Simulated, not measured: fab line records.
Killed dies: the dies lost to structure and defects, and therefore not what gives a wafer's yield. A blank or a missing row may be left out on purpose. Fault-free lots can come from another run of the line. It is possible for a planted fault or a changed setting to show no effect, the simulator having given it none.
Chamber matching -- flow n5_finfet -- N5_BEOL_M13_DESCUM_15 on rie_diel-03 has 3 sister chambers
The step chemistry O2, time 7.9 s. 6 wafers are shown with their chamber, then 6 later ones without.

## WAFERS, EACH WITH ITS CHAMBER
wafer,chamber,throttle_valve_pct (%),oes_product_au (a.u.)
L081.5,1,20.57,0.74
L083.2,1,20.58,0.73
L087.2,3,20.17,0.89
L087.5,2,20.69,0.74
L086.3,3,20.19,0.88
L086.4,2,20.69,0.73

## WAFERS WITH NO CHAMBER GIVEN
wafer,throttle_valve_pct (%),oes_product_au (a.u.)
L092.1,20.20,0.86
L092.2,20.60,0.72
L092.5,20.20,0.87
L096.1,20.20,0.85
L096.4,20.70,0.72
L096.5,20.61,0.70

## CHAMBER TAKEN BY EACH
wafer,from the rows above,in truth
L092.1,3,3
L092.2,1,1
L092.5,3,3
L096.1,3,3
L096.4,2,2
L096.5,1,1
Correctly placed: 6 of 6. Not placeable from these rows: 0. Wrongly placed: 0.
How it was worked out, from the rows above alone: a wafer's distance from a chamber is the root of the sum, over the readings, of the square of ((its reading less the chamber's mean) divided by the reading's scatter). The wafer belongs to the nearest chamber; if the next one is less than 2 further off, it can't be placed. A chamber's mean is the mean of its shown wafers. How the scatter is found: for the shown wafers, subtract from each reading the mean of its chamber, square and add these, divide the total by (wafers less chambers), then take the root.
